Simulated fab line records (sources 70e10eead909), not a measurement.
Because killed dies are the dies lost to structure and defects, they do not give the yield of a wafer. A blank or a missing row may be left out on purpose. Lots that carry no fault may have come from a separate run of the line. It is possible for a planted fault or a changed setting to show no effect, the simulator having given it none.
Comparing a struck lot with a sound one | flow nandHarc | 13 out of 1159 route steps
Sound: wafers L932.2, L932.3, L932.4. Struck: wafers L944.2, L944.4, L944.5. At the end, the cause is stated.
For every step that has rows: the tool of each side, followed by ch and its chambers, followed by its first start. Under that, the readings that differ: sound wafers | struck wafers | difference of the means | sigmas: that difference in standard deviations of wafers without a fault.
alike: readings whose means differ by less than 2 such deviations, and words and numbers that are the same on both sides. not compared: withheld readings, readings that some wafer has no value for, bounds like >300 that may hide the same value, and numbers for which the record gives no deviation and whose values overlap.
The two part at a step that has a row with sigmas, a row that says differs or no value, or rows on one side only. Numbers that have no deviation but don't overlap get no sigmas and don't part them. A reading that every wafer of one side lacks parts them only if that side has two wafers or more.

first, 1 step without rows for these wafers: NHARC_P_BONDPAD_DEGAS_25 (time 60 s).
NHARC_P_BONDPAD_PRE_CLEAN_26: time 30 s.
  sound on pvdSputter-01; struck on pvdSputter-02
  alike: heaterPowerW
NHARC_P_BONDPAD_PVD_17: deposits TaN, target thk 5 nm, time 8.06 s.
  sound on pvdSputter-01; struck on pvdSputter-02
  alike: biasV, cathodeDcPowerW, throttleValvePct
NHARC_P_BONDPAD_PVD_27: deposits Cu, target thk 30 nm, time 20.49 s.
  sound on pvdSputter-01; struck on pvdSputter-02
  alike: cathodeDcPowerW, throttleValvePct
then, 1 step without rows for these wafers: NHARC_P_BONDPAD_ECD_18 (material Cu, target thk 400 nm).
NHARC_P_BONDPAD_ANNEAL_28: time 90 s.
  sound on rtpAnneal-02 ch 0, day 6 17:29; struck on rtpAnneal-02 ch 0, day 9 18:10
  alike: wafer_temp_C_max
NHARC_P_BONDPAD_CMP_19: polishes, t overpolish 30 s, cu recess touch 16 s, target thk 160.81 nm.
  sound on cmp-04 ch 0,1,2, day 6 17:49; struck on cmp-02 ch 0,1,3, day 9 18:29
  alike: motorCurrentA, overpolishRunS
NHARC_P_BONDPAD_THK_MEAS_20: measures by xrf.
  sound on filmMetro-02, day 6 18:06; struck on filmMetro-02, day 9 18:47
  alike: thkNm
then, 1 step without rows for these wafers: NHARC_P_BONDPAD_SRD_21 (time 30 s, dry time 20 s).
NHARC_P_BONDPAD_INSPECT_23:
  sound on defectInspect-01, day 6 18:20; struck on defectInspect-02, day 9 18:59
  alike: rawDefectCount
NHARC_P_BONDPAD_ACTIVATE_29: chemistry N2, time 60 s.
  sound on rieDiel-06 ch 0,2,3, day 6 18:24; struck on rieDiel-06 ch 0,1, day 9 19:02
reading        | sound          | struck         | difference | sigmas
runLengthS (s) | 81.3 81.0 81.0 | 90.7 91.3 90.7 | +9.8       | +28
  alike: drypumpMotorCurrentA, oesProductAu, rfVppV, showerheadPlenumPTorr
  not compared: rfHoursCounterH
then, 1 step without rows for these wafers: NHARC_P_BONDPAD_PRECLEAN_30 (cleans in DIW, time 300 s).
-- record jumps: 12 days between struck wafers' starts before vs after; left off in module P_BONDPAD, resumes in module END, first step shown is number 1159 of the route --
NHARC_END_SORT_01:
  sound on prober-02 ch 0, day 19 22:13; struck on prober-01 ch 0, day 22 06:49
  alike: defectLimitedYield, killedAtArray, killedAtOther, killedAtPeriphery, killedDies, killedOpen, killedShort, sort_bin_2_pct, sort_bin_3_pct, sort_bin_4_pct, sortNPass, sortRimYieldPct, sortYieldPct

## WHERE THEY PART
Within this record, at NHARC_P_BONDPAD_ACTIVATE_29 only. Later steps at which nothing parts them and some readings are alike: NHARC_END_SORT_01.

WHY: what had been put in by the simulator
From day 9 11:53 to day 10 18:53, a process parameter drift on rieDiel-06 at NHARC_P_BONDPAD_ACTIVATE_29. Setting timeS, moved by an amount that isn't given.
